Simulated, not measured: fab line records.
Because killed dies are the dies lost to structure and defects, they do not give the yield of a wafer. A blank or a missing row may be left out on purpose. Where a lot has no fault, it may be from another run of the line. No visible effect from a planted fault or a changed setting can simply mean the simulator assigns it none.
Problem report, 8D (eight disciplines) form, completed by code -- flow nand-harc -- the parts of the form that need people (team, actions taken, sign-off) are left out

== 1. WHAT WENT WRONG ==
Mean of thk-nm at NHARC_P_M2_THK_MEAS_24: 400.6 nm across 6 wafers in 2 lots; on wafers with no fault it is 144.2 nm (standard deviation 1.4). So: +99 or more standard deviations from the usual mean.
The step: measures by xrf.
First observed at day 8 09:30: wafer L362.2, on film-metro-01. At this step, 36 wafers from 12 lots have a number in the record. Rule for "out" (also "out of limits"): further than 4 standard deviations from the usual mean. Any other wafer with a number is counted as sound.

== 2. WHAT THIS IS AND IS NOT ==
question,is,is not
which readings at this step,thk-nm,-
which lots,"L361, L362","L353, L355, L360, L367, L368, L371, L372, L373, L374, L376"
which wafers of those lots,all that have a number,-
read on which gauges,film-metro-01,film-metro-02
when,from day 8 09:30,"up to then (9 sound wafers); but 21 sound wafers of L367, L368, L371, L372, L373, L374, L376 came after"

== 3. THE SUSPECTS, EACH WITH WHAT RULES IT OUT ==
Counting: a tool stays on the suspect list if, at a process step up to the reading, it processed all lots that are out and no sound lot following the first of them.
- the gauge at NHARC_P_M2_THK_MEAS_24: kept. All the wafers that are out were read on film-metro-01, and no step on other tools shows them out.
- rie-diel-07 at NHARC_P_M2_DESCUM_14 (chemistry O2, time 3 s): ruled out as a lasting fault. Following L362 (day 8 07:04), the first lot on it that is out, the sound lots L368, L374, L376 were run on it.
- cmp-04 at NHARC_P_M2_CMP_23 (polishes, t overpolish 20 s, target thk 144.3 nm): ruled out as a lasting fault. Following L362 (day 8 09:13), the first lot on it that is out, the sound lots L368, L372, L376 were run on it.
The count leaves film-metro-01 at NHARC_P_M2_THK_MEAS_24.

== 4. THE CAUSE (what the simulator had put in) ==
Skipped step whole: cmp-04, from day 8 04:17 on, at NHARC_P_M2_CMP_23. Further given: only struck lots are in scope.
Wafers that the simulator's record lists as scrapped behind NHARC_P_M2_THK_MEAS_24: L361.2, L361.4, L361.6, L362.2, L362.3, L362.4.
Counting ruled it out, wrongly: the rule takes a fault to strike every lot that its tool runs from its start on, and this one did not.

== 5. SEQUENCE OF EFFECTS, ordered by route ==
Each row: a reading where the mean over the struck wafers with a number is more than 3 standard deviations away from the usual. Only readings for which the record gives a usual standard deviation are gone through. hours: the time from each lot's start at the first step in this table that gives one to its start at this step, as a median over the lots. sigmas: the change in usual standard deviations.
hours,step,reading,usual,on struck wafers,change,sigmas
0,NHARC_P_M2_THK_MEAS_24,thk-nm,144.2 nm,400.6,+256.4,+99 or more
Readings that are blank on the struck wafers while sound wafers have them: edge-zone-pressure-frac at NHARC_P_M2_CMP_23; motor-current-A at NHARC_P_M2_CMP_23; time-to-endpoint-s at NHARC_P_M2_CMP_23.

== 6. WHAT WOULD HAVE CAUGHT IT SOONER ==
The first out-of-limits reading at a measuring or inspecting step in this record came at day 8 09:30, 5 hours after the fault's start at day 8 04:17.
At NHARC_P_M2_CMP_23 the tool's readings are blank on the struck wafers, where sound wafers have them: an empty tool record is the first sign, and it was there at once.
